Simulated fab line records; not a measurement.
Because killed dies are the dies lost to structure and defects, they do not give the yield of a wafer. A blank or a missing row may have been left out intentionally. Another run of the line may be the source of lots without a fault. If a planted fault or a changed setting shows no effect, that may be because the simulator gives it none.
fab line records	flow n5-finfet
record lots=5	wafers=15	last-day=18
route steps=1938 shown BEOL_M4@1099 BEOL_M5@1112 TV_OPEN@1890 PASSIVATION@1936
lots that met no fault: from a run of the same line without faults
start-h: hours from the record's first day to the start of the lot's first wafer shown	wait-h: how many hours have passed since the lot's step before this one	" unchanged from the row above	L1.1+2: several wafers, shown together as one row	- no value present, or no start provided	* or withheld: withheld	< > ~ a bound
route shown NAME@n: NAME is a module with steps in the file, n the number in the route of the first one	usual: the fault-free wafers' mean and standard deviation	same: alike in all rows	chamber/n: place in a boat	sites: readings site by site	_std_site: their standard deviation	_edge_site: mean of outer sites minus mean of inner sites	radius-mm: for every site, how far away it sits from the centre of the wafer	mask NAME#n: copy n	behind: the tool/chamber that last shaped the wafer	hold: why the lot went on hold/how many hours it stayed there/how the hold came to an end	device: the transistor (n, p or np) that didn't switch	end of line: tests run on the same wafers once the route is complete	a step given without rows: its recipe and nothing more	killed: the dies lost at the first sort to structure and to defects; this is not the yield of the wafer	map: per-die view of a wafer (x killed, . not killed, _ where there is no die)
set.NAME: the setting that was run; set.NAME@STEP: the one run at that earlier step	model.NAME: the simulator's own value behind a step, which no gauge read
a table for each step, a row for each wafer; lots at some steps of the route
services: from which hour (start-h, from the record's first day; less than 0 if before it) a tool's chamber was out of use, for how many hours, and why
## steps
# step N5_BEOL_M4_ANNEAL_95
# recipe temp-c=400	time-s=240	ambient=vacuum
# step N5_BEOL_M4_SPUTTER_96
# recipe material=Cu	target-thk-a=45	temp-c=-20	chamber-pressure-pa=0.07	power-w=withheld	time-s=8.29
# step N5_BEOL_M4_ECD_50
# recipe material=Cu	target-thk-a=3000
# step N5_BEOL_M4_ANNEAL_51
# recipe temp-c=225	time-s=90	ambient=N2
# step N5_BEOL_M4_CMP_52
# recipe stop-on=SiOC	t-overpolish-s=6.8	down-force-psi=1	platen-rpm=50	clearing-platen-down-force-psi=1.5	clearing-platen-rpm=50	post-cmp-clean=cu-alkaline	target-thk-nm=40	clearing-platen-pad-velocity-m-s=0.99484	pad-velocity-m-s=0.99484
# step N5_BEOL_M4_PRE_CLEAN_60
# recipe gas=NH3/H2	time-s=15	temp-c=*	rf-power-w=300
# step N5_BEOL_M4_CO_CAP_55
# recipe material=Co	target-thk-a=20	temp-c=200	precursor=CCTBA/H2	pressure-torr=30	time-s=102.1
# step N5_BEOL_M4_PRE_CLEAN_56
# recipe gas=NH3	time-s=15	temp-c=withheld	rf-power-w=300
# step N5_BEOL_M4_DEP_57
# recipe material=SiCN	target-thk-a=80	temp-c=withheld	precursor=3MS/NH3	pressure-torr=3	rf-w=202	time-s=14
# step N5_BEOL_M4_RC_MEAS_101
# usual DIBL_N=36.3/1.8	DIBL_P=36.5/2.1	IOFF_N=0.16/0.031	IOFF_P=0.22/0.038	ION_N=677/12	ION_P=466/7.8	SS_N=71.5/0.61	SS_P=73.2/0.7	VT_N=249/3	VT_P=-248.9/3
lot.wafer	tool	chamber	start-h	wait-h	DIBL_N[mV/V]	DIBL_P[mV/V]	IOFF_N[nA/um]	IOFF_P[nA/um]	ION_N[uA/um]	ION_P[uA/um]	SS_N[mV/dec]	SS_P[mV/dec]	VT_N[mV]	VT_P[mV]
L783.2	prober-02	0	234.46	0.2	36.0	36.6	0.17	0.23	678	470	71.8	74.2	247	-246.4
L783.5	"	0	"	"	33.5	33.9	0.13	0.19	668	464	71.0	73.2	252	-249.8
L783.6	"	0	"	"	35.6	37.2	0.17	0.24	668	467	72.1	73.2	248	-243.2
L785.2	prober-02	0	248.87	0.2	36.3	35.4	0.18	0.22	698	473	71.0	73.7	247	-249.2
L785.4	"	0	"	"	36.6	35.6	0.18	0.23	686	470	71.3	73.3	246	-248.0
L785.5	"	0	"	"	33.6	32.0	0.12	0.18	670	466	70.5	72.1	252	-246.7
L786.1	prober-01	0	248.99	0.0	34.7	34.1	0.12	0.18	667	459	71.1	72.5	255	-251.3
L786.2	"	0	"	"	36.5	35.9	0.14	0.22	678	470	71.6	73.2	250	-247.4
L786.6	"	0	"	"	36.4	37.0	0.15	0.24	677	468	71.5	73.6	251	-248.7
L792.1	prober-02	0	281.12	0.0	34.7	34.4	0.14	0.19	663	455	70.9	72.5	252	-250.7
L792.2	"	0	"	"	34.6	35.3	0.15	0.20	673	465	71.3	72.4	249	-251.3
L792.3	"	0	"	"	35.9	36.2	0.16	0.21	670	459	71.9	72.8	251	-249.7
L795.2	prober-02	0	307.84	0.2	33.4	33.2	0.12	0.16	657	459	70.7	71.8	253	-252.4
L795.3	"	0	"	"	34.7	35.0	0.13	0.19	671	462	71.4	72.5	254	-249.9
L795.6	"	0	"	"	34.0	34.9	0.13	0.19	680	471	70.4	73.4	251	-250.9
# step N5_BEOL_M5_ILD_DEP_00
# recipe material=SiCOH_lowk	target-thk-a=1406.4	temp-c=300	precursor=DEMS/porogen	pressure-torr=5	rf-w=500	time-s=25.9
# step N5_BEOL_M5_CURE_79
# recipe temp-c=385	time-s=240	ambient=He/Ar	material=SiCOH_lowk
# step N5_BEOL_M5_PECVD_70
# recipe material=SiO2	target-thk-a=160	temp-c=400	precursor=TEOS/O2	pressure-torr=5.5	rf-w=450	teos-flow-sccm=53.8	gas=O2	flow-sccm=3000	time-s=18
# step N5_BEOL_M5_HM_DEP_02
# recipe material=TiN	target-thk-a=200	temp-c=25	chamber-pressure-pa=0.49996
# step N5_BEOL_M5_COAT_59
# recipe resist=SOC	temp-c=250	time-s=60	spin-rpm=1500	resist-thk-nm=60
# step N5_BEOL_M5_COAT_60
# recipe resist=SiARC	temp-c=220	time-s=60	spin-rpm=1500	resist-thk-nm=12
# step N5_BEOL_M5_COAT_71
# recipe resist=underlayer	temp-c=205	time-s=60	spin-rpm=1500	resist-thk-nm=5
# step N5_BEOL_M5_COAT_05
# recipe resist=CAR-EUV	spin-rpm=1500	resist-thk-nm=30
# step N5_BEOL_M5_EBR_07
# recipe solvent=PGMEA	ebr-width-mm=1.5
# step N5_BEOL_M5_SOFTBAKE_06
# recipe temp-c=110	time-s=60	resist=CAR-EUV
# step N5_BEOL_M5_EXPOSE_08
# recipe mask-id=M5	na=0.33	source-shape=annular	sigma-inner=0.4	sigma-outer=0.8	polarization=unpolarized	target-cd-nm=28	dose-mj=35.75
# step N5_BEOL_M5_PEB_09
# recipe peb-temp-c=100	peb-time-s=60	resist=CAR-EUV
# step N5_BEOL_M5_DEVELOP_10
# recipe develop-time-s=30	developer=TMAH	resist=CAR-EUV	rinse-liquid=surfactant-rinse	dry=air-spin	dev-temp-c=23
# step N5_BEOL_M5_DESCUM_16
# recipe chemistry=O2	time-s=7	source-power-w=50	bias-power-w=20	pressure-mtorr=20	rf-frequency-hz=2.712e+07	temp-c=40	resist=CAR-EUV	o2-flow-sccm=225
# step N5_BEOL_M5_ETCH_72
# recipe chemistry=N2/H2	target=underlayer	target-depth-a=65	mask-material=CAR-EUV	time-s=5.2	ion-energy-ev=200	pressure-mtorr=30	source-w=840	bias-w=150	n2-flow-sccm=200	h2-flow-sccm=200	ends=cleared
# step N5_BEOL_M5_ETCH_61
# recipe chemistry=CF4	target=SiARC	target-depth-a=156	mask-material=CAR-EUV	time-s=26	ion-energy-ev=80	pressure-mtorr=40	source-w=545	bias-w=36	Ar_flow_sccm=100	cf4-flow-sccm=100	ends=cleared
# step N5_BEOL_M5_ETCH_62
# recipe chemistry=N2/H2	target=SOC	target-depth-a=750	overetch-a=150	mask-material=SiARC	temp-c=40	time-s=112.5	ion-energy-ev=200	pressure-mtorr=30	source-w=840	bias-w=150	n2-flow-sccm=200	h2-flow-sccm=200
# step N5_BEOL_M5_STRIP_63
# recipe chemistry=N2/H2	temp-c=40	n2-flow-sccm=200	h2-flow-sccm=200	rf-frequency-hz=6e+07
# step N5_BEOL_M5_STRIP_73
# recipe chemistry=N2/H2	temp-c=40	n2-flow-sccm=200	h2-flow-sccm=200	rf-frequency-hz=6e+07
# step N5_BEOL_M5_STRIP_64
# recipe chemistry=CF4	resist=SiARC	power-w=300	bias-power-w=75	pressure-mtorr=50	cf4-flow-sccm=150	rf-frequency-hz=6e+07
# step N5_BEOL_M5_HM_OPEN_17
# recipe chemistry=Cl2/BCl3	target-depth-a=200	overetch-a=60	target=TiN	mask-material=SOC	ion-energy-ev=150	pressure-mtorr=10	icp-w=1000	bias-w=126	Cl2_flow_sccm=53.25	bcl3-flow-sccm=21.75	Ar_flow_sccm=25
# step N5_BEOL_M5_STRIP_19
# recipe chemistry=O2	power-w=400	temp-c=40	pressure-mtorr=30	rf-frequency-hz=6e+07	bias-power-w=0	overash-fraction=0.2	o2-flow-sccm=225
# step N5_BEOL_M5_COAT_65
# recipe resist=SOC	temp-c=250	time-s=60	spin-rpm=1500	resist-thk-nm=60
# step N5_BEOL_M5_COAT_66
# recipe resist=SiARC	temp-c=220	time-s=60	spin-rpm=1500	resist-thk-nm=12
# step N5_PASSIVATION_ETCH_15
# recipe chemistry=CF4/N2	target=SiCN	target-depth-a=750	taper-deg=2	time-s=81.2	ion-energy-ev=150	mask-material=SiNx	pressure-mtorr=40	source-w=430	bias-w=70	Ar_flow_sccm=100	cf4-flow-sccm=60	n2-flow-sccm=60
# usual bias-w=70.00/0.2	cf4-flow-sccm=59.98/0.18	drypump-motor-current-A=5.8/0.4	n2-flow-sccm=59.98/0.17	oes-product-au=0.77/0.092	rf-vpp-V=382.2/1.8	showerhead-plenum-p-Torr=2.20/0.063	throttle-valve-pct=15.52/0.26
lot.wafer	tool	chamber	start-h	wait-h	bias-w	cf4-flow-sccm	drypump-motor-current-A	n2-flow-sccm	oes-product-au	rf-hours-counter-h	rf-vpp-V	showerhead-plenum-p-Torr	throttle-valve-pct
L786.1	rie-diel-06	3	340.48	-	-	-	-	-	-	-	-	-	-
L786.2	"	2	"	"	-	-	-	-	-	-	-	-	-
L786.6	"	3	"	"	-	-	-	-	-	-	-	-	-
L783.2	rie-diel-04	2	340.86	-	-	-	-	-	-	-	-	-	-
L783.5	"	2	"	"	-	-	-	-	-	-	-	-	-
L783.6	"	1	"	"	-	-	-	-	-	-	-	-	-
L785.2	rie-diel-06	1	353.03	-	-	-	-	-	-	-	-	-	-
L785.4	"	0	"	"	-	-	-	-	-	-	-	-	-
L785.5	"	2	"	"	-	-	-	-	-	-	-	-	-
L792.1	rie-diel-04	3	387.02	-	70.09	60.29	5.3	60.13	0.69	246	383.1	2.26	15.89
L792.2	"	2	"	"	69.95	60.18	6.4	59.98	0.89	38	383.8	2.24	15.37
L792.3	"	1	"	"	70.03	59.89	6.3	60.14	0.69	207	384.6	2.28	15.59
L795.2	rie-diel-03	1	417.06	-	69.91	59.83	5.7	60.14	0.89	14	384.1	2.26	15.27
L795.3	"	2	"	"	69.78	59.78	5.7	60.15	0.77	146	379.9	2.13	15.43
L795.6	"	3	"	"	70.06	59.78	6.3	60.03	0.81	-	380.6	2.22	15.06
# step N5_PASSIVATION_PROBE_49
# usual defect-limited-yield=91.2/1.5	killed_at_M0_to_M3=33/9.6	killed_at_M4_up=14/5.6	killed-at-contacts=14/5.5	killed-at-front-end=40/13	killed-at-other=4/3	killed-dies=104/17	killed-on-rim=14/4.3	killed-open=68/13	killed-short=33/7.2	sort_bin_5_function=5.2/0.95	sort_bin_6_memory=3.3/0.62	sort-n-pass=1076/17	sort-yield-pct=91.2/1.5
# same gross-dies=1180	killed-at-back-side=0	sort_bin_4_leakage[%]=0	sort_bin_8_speed[%]=0
lot.wafer	tool	chamber	start-h	wait-h	defect-limited-yield[%]	killed_at_M0_to_M3	killed_at_M4_up	killed-at-contacts	killed-at-front-end	killed-at-other	killed-dies	killed-on-rim	killed-open	killed-short	sort_bin_5_function[%]	sort_bin_6_memory[%]	sort-n-pass	sort-yield-pct[%]
L786.1	prober-02	-	346.85	0.0	0	16	8	13	33	1110	1180	152	55	23	96.9	3.1	0	0
L786.2	prober-02	-	346.90	0.1	0	27	10	13	40	1090	1180	152	58	35	96.9	2.8	0	0
L786.6	prober-02	-	347.10	0.3	0	12	11	13	49	1095	1180	152	58	28	97.2	2.6	0	0
L783.2	prober-02	-	347.20	0.3	0	15	17	27	46	1075	1180	152	75	35	96.2	3.8	0	0
L783.5	prober-02	-	347.35	0.4	0	33	10	16	33	1088	1180	152	65	32	96.8	2.9	0	0
L783.6	prober-02	-	347.40	0.5	0	30	13	19	40	1078	1180	152	73	33	96.4	2.9	0	0
L785.2	prober-01	-	360.29	0.1	0	46	15	11	37	1071	1180	152	86	31	96.4	3.3	0	0
L785.4	prober-01	-	360.39	0.2	0	18	17	18	35	1092	1180	152	65	26	96.8	3.1	0	0
L785.5	prober-01	-	360.44	0.2	0	27	11	28	26	1088	1180	152	62	34	96.7	3.2	0	0
# killed by level:class
L786.1 TV_OPEN:area-etch=1102 MOL_CONTACT_COAG:geometric-particle:open=10 DUMMY_GATE:geometric-particle:open=8 FIN_SAQP:geometric-particle:open=7 GATE_CUT:geometric-particle:short=6 STI_FIN_REVEAL:geometric-particle:open=5 BEOL_M2:geometric-particle:open=5 BEOL_M0_SAQP:geometric-particle:open=4
L786.2 TV_OPEN:area-etch=1087 MOL_CONTACT_COAG:geometric-particle:open=10 DUMMY_GATE:geometric-particle:open=9 GATE_CUT:geometric-particle:short=8 BEOL_M2:geometric-particle:open=8 STI_FIN_REVEAL:geometric-particle:open=6 BEOL_M0_SAQP:geometric-particle:open=5 FIN_SAQP:geometric-particle:open=4
L786.6 TV_OPEN:area-etch=1094 FIN_SAQP:geometric-particle:open=11 MOL_CONTACT_COAG:geometric-particle:open=10 FIN_SAQP:geometric-particle:short=8 GATE_CUT:geometric-particle:short=8 STARTING-WAFER:geometric-particle:open=6 STI_FIN_REVEAL:geometric-particle:open=5 DUMMY_GATE:geometric-particle:open=5
L783.2 TV_OPEN:area-etch=1070 MOL_CONTACT_COAG:geometric-particle:open=20 FIN_SAQP:geometric-particle:open=17 FIN_SAQP:geometric-particle:short=12 STI_FIN_REVEAL:geometric-particle:open=7 MOL_CONTACT_COAG:geometric-particle:short=7 BEOL_M3:geometric-particle:open=6 BEOL_M4:geometric-particle:open=6
L783.5 TV_OPEN:area-etch=1082 MOL_CONTACT_COAG:geometric-particle:open=12 BEOL_M3:geometric-particle:open=10 BEOL_M0_SAQP:geometric-particle:open=9 FIN_SAQP:geometric-particle:open=7 BEOL_M0_SAQP:geometric-particle:short=6 ILD0:geometric-particle:open=4 GATE_CUT:geometric-particle:short=4
L783.6 TV_OPEN:area-etch=1074 MOL_CONTACT_COAG:geometric-particle:open=14 BEOL_M0_SAQP:geometric-particle:open=9 FIN_SAQP:geometric-particle:short=7 FIN_SAQP:geometric-particle:open=6 BEOL_M1:geometric-particle:open=6 ILD0:geometric-particle:open=5 MOL_CONTACT_COAG:geometric-particle:short=5
L785.2 TV_OPEN:area-etch=1063 BEOL_M2:geometric-particle:open=20 FIN_SAQP:geometric-particle:short=13 ILD0:geometric-particle:open=8 MOL_CONTACT_COAG:geometric-particle:open=8 BEOL_M1:geometric-particle:open=8 BEOL_M3:geometric-particle:open=7 BEOL_M4:geometric-particle:open=7
L785.4 TV_OPEN:area-etch=1089 MOL_CONTACT_COAG:geometric-particle:open=17 FIN_SAQP:geometric-particle:open=11 BEOL_M4:geometric-particle:open=8 STARTING-WAFER:geometric-particle:open=5 STI_FIN_REVEAL:geometric-particle:open=4 BEOL_M2:geometric-particle:open=4 FIN_SAQP:geometric-particle:short=3
L785.5 TV_OPEN:area-etch=1084 MOL_CONTACT_COAG:geometric-particle:open=21 MOL_CONTACT_COAG:geometric-particle:short=7 BEOL_M2:geometric-particle:open=7 BEOL_M0_SAQP:geometric-particle:open=5 BEOL_M5:geometric-particle:short=4 STARTING-WAFER:geometric-particle:short=4 STARTING-WAFER:geometric-particle:open=4
# map L783.2 (x killed, . not)
_________________xxxxxxxxxxxx________________
______________xxxxxxxxxxxxxxxxxx_____________
___________xxxxxxxxxxxxxxxxxxxxxxxx__________
__________xxxxxxxxxxxxxxxxxxxxxxxxxx_________
________xxxxxxxxxxxxxxxxxxxxxxxxxxxxxx_______
_______xxxxxxxxxxxxxxxxxxxxxxxxxxxxxxxx______
______xxxxxxxxxxxxxxxxxxxxxxxxxxxxxxxxxx_____
_____xxxxxxxxxxxxxxxxxxxxxxxxxxxxxxxxxxxx____
____xxxxxxxxxxxxxxxxxxxxxxxxxxxxxxxxxxxxxx___
___xxxxxxxxxxxxxxxxxxxxxxxxxxxxxxxxxxxxxxxx__
___xxxxxxxxxxxxxxxxxxxxxxxxxxxxxxxxxxxxxxxx__
__xxxxxxxxxxxxxxxxxxxxxxxxxxxxxxxxxxxxxxxxxx_
__xxxxxxxxxxxxxxxxxxxxxxxxxxxxxxxxxxxxxxxxxx_
_xxxxxxxxxxxxxxxxxxxxxxxxxxxxxxxxxxxxxxxxxxxx
_xxxxxxxxxxxxxxxxxxxxxxxxxxxxxxxxxxxxxxxxxxxx
_xxxxxxxxxxxxxxxxxxxxxxxxxxxxxxxxxxxxxxxxxxxx
_xxxxxxxxxxxxxxxxxxxxxxxxxxxxxxxxxxxxxxxxxxxx
_xxxxxxxxxxxxxxxxxxxxxxxxxxxxxxxxxxxxxxxxxxxx
_xxxxxxxxxxxxxxxxxxxxxxxxxxxxxxxxxxxxxxxxxxxx
_xxxxxxxxxxxxxxxxxxxxxxxxxxxxxxxxxxxxxxxxxxxx
_xxxxxxxxxxxxxxxxxxxxxxxxxxxxxxxxxxxxxxxxxxxx
__xxxxxxxxxxxxxxxxxxxxxxxxxxxxxxxxxxxxxxxxxx_
__xxxxxxxxxxxxxxxxxxxxxxxxxxxxxxxxxxxxxxxxxx_
___xxxxxxxxxxxxxxxxxxxxxxxxxxxxxxxxxxxxxxxx__
___xxxxxxxxxxxxxxxxxxxxxxxxxxxxxxxxxxxxxxxx__
____xxxxxxxxxxxxxxxxxxxxxxxxxxxxxxxxxxxxxx___
_____xxxxxxxxxxxxxxxxxxxxxxxxxxxxxxxxxxxx____
______xxxxxxxxxxxxxxxxxxxxxxxxxxxxxxxxxx_____
_______xxxxxxxxxxxxxxxxxxxxxxxxxxxxxxxx______
________xxxxxxxxxxxxxxxxxxxxxxxxxxxxxx_______
__________xxxxxxxxxxxxxxxxxxxxxxxxxx_________
___________xxxxxxxxxxxxxxxxxxxxxxxx__________
______________xxxxxxxxxxxxxxxxxx_____________
_________________xxxxxxxxxxxx________________
# map L785.2 (x killed, . not)
_________________xxxxxxxxxxxx________________
______________xxxxxxxxxxxxxxxxxx_____________
___________xxxxxxxxxxxxxxxxxxxxxxxx__________
__________xxxxxxxxxxxxxxxxxxxxxxxxxx_________
________xxxxxxxxxxxxxxxxxxxxxxxxxxxxxx_______
_______xxxxxxxxxxxxxxxxxxxxxxxxxxxxxxxx______
______xxxxxxxxxxxxxxxxxxxxxxxxxxxxxxxxxx_____
_____xxxxxxxxxxxxxxxxxxxxxxxxxxxxxxxxxxxx____
____xxxxxxxxxxxxxxxxxxxxxxxxxxxxxxxxxxxxxx___
___xxxxxxxxxxxxxxxxxxxxxxxxxxxxxxxxxxxxxxxx__
___xxxxxxxxxxxxxxxxxxxxxxxxxxxxxxxxxxxxxxxx__
__xxxxxxxxxxxxxxxxxxxxxxxxxxxxxxxxxxxxxxxxxx_
__xxxxxxxxxxxxxxxxxxxxxxxxxxxxxxxxxxxxxxxxxx_
_xxxxxxxxxxxxxxxxxxxxxxxxxxxxxxxxxxxxxxxxxxxx
_xxxxxxxxxxxxxxxxxxxxxxxxxxxxxxxxxxxxxxxxxxxx
_xxxxxxxxxxxxxxxxxxxxxxxxxxxxxxxxxxxxxxxxxxxx
_xxxxxxxxxxxxxxxxxxxxxxxxxxxxxxxxxxxxxxxxxxxx
_xxxxxxxxxxxxxxxxxxxxxxxxxxxxxxxxxxxxxxxxxxxx
_xxxxxxxxxxxxxxxxxxxxxxxxxxxxxxxxxxxxxxxxxxxx
_xxxxxxxxxxxxxxxxxxxxxxxxxxxxxxxxxxxxxxxxxxxx
_xxxxxxxxxxxxxxxxxxxxxxxxxxxxxxxxxxxxxxxxxxxx
__xxxxxxxxxxxxxxxxxxxxxxxxxxxxxxxxxxxxxxxxxx_
__xxxxxxxxxxxxxxxxxxxxxxxxxxxxxxxxxxxxxxxxxx_
___xxxxxxxxxxxxxxxxxxxxxxxxxxxxxxxxxxxxxxxx__
___xxxxxxxxxxxxxxxxxxxxxxxxxxxxxxxxxxxxxxxx__
____xxxxxxxxxxxxxxxxxxxxxxxxxxxxxxxxxxxxxx___
_____xxxxxxxxxxxxxxxxxxxxxxxxxxxxxxxxxxxx____
______xxxxxxxxxxxxxxxxxxxxxxxxxxxxxxxxxx_____
_______xxxxxxxxxxxxxxxxxxxxxxxxxxxxxxxx______
________xxxxxxxxxxxxxxxxxxxxxxxxxxxxxx_______
__________xxxxxxxxxxxxxxxxxxxxxxxxxx_________
___________xxxxxxxxxxxxxxxxxxxxxxxx__________
______________xxxxxxxxxxxxxxxxxx_____________
_________________xxxxxxxxxxxx________________
## services
tool	chamber	start-h	hours	kind
rie-diel-03	3	317.24	8.8	repair
rie-diel-04	3	334.18	5.4	repair
rie-diel-06	3	342.84	-	clean
rie-diel-06	3	342.84	-	consumable-replace:esc
rie-diel-06	3	342.84	-	consumable-replace:focus-ring
rie-diel-06	3	342.84	-	consumable-replace:showerhead
rie-diel-06	3	342.84	36.3	scheduled-down
rie-diel-06	3	342.84	36.3	vent-cycle
rie-diel-03	1	354.41	-	clean
rie-diel-03	1	354.41	-	consumable-replace:focus-ring
rie-diel-03	1	354.41	15.8	scheduled-down
rie-diel-03	1	354.41	15.8	vent-cycle
rie-diel-06	0	379.16	-	clean
rie-diel-06	0	379.16	-	consumable-replace:focus-ring
rie-diel-06	0	379.16	18.8	scheduled-down
rie-diel-06	0	379.16	18.8	vent-cycle
rie-diel-04	3	399.52	-	clean
rie-diel-04	3	399.52	-	consumable-replace:focus-ring
rie-diel-04	3	399.52	24.2	scheduled-down
rie-diel-04	3	399.52	24.2	vent-cycle
rie-diel-04	2	411.76	6.3	repair
## key
first-sign step=N5_PASSIVATION_ETCH_15	reading=tool-record	direction=missing
effect step=N5_PASSIVATION_PROBE_49	reading=killed-at-other	direction=up	sigmas=99+	usual=4	struck=1087
more-kills-born-at N5_PASSIVATION_ETCH_15@rie-diel-06=6517	N5_PASSIVATION_ETCH_15@rie-diel-04=3226
met-at N5_PASSIVATION_ETCH_15
struck-wafers L783.2,L783.5,L783.6,L785.2,L785.4,L785.5,L786.1,L786.2,L786.6
later-rows-left-out L783.2,L783.5,L783.6,L785.2,L785.4,L785.5,L786.1,L786.2,L786.6
fault kind=skipped-step-whole	tool=rie-diel-04,rie-diel-06	chamber=-	onset-h=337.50	steps=N5_PASSIVATION_ETCH_15	scope=struck-lots-only
# later-rows-left-out: the simulator's readings of these wafers behind a module that went badly wrong aren't trusted and aren't shown, but for the sort
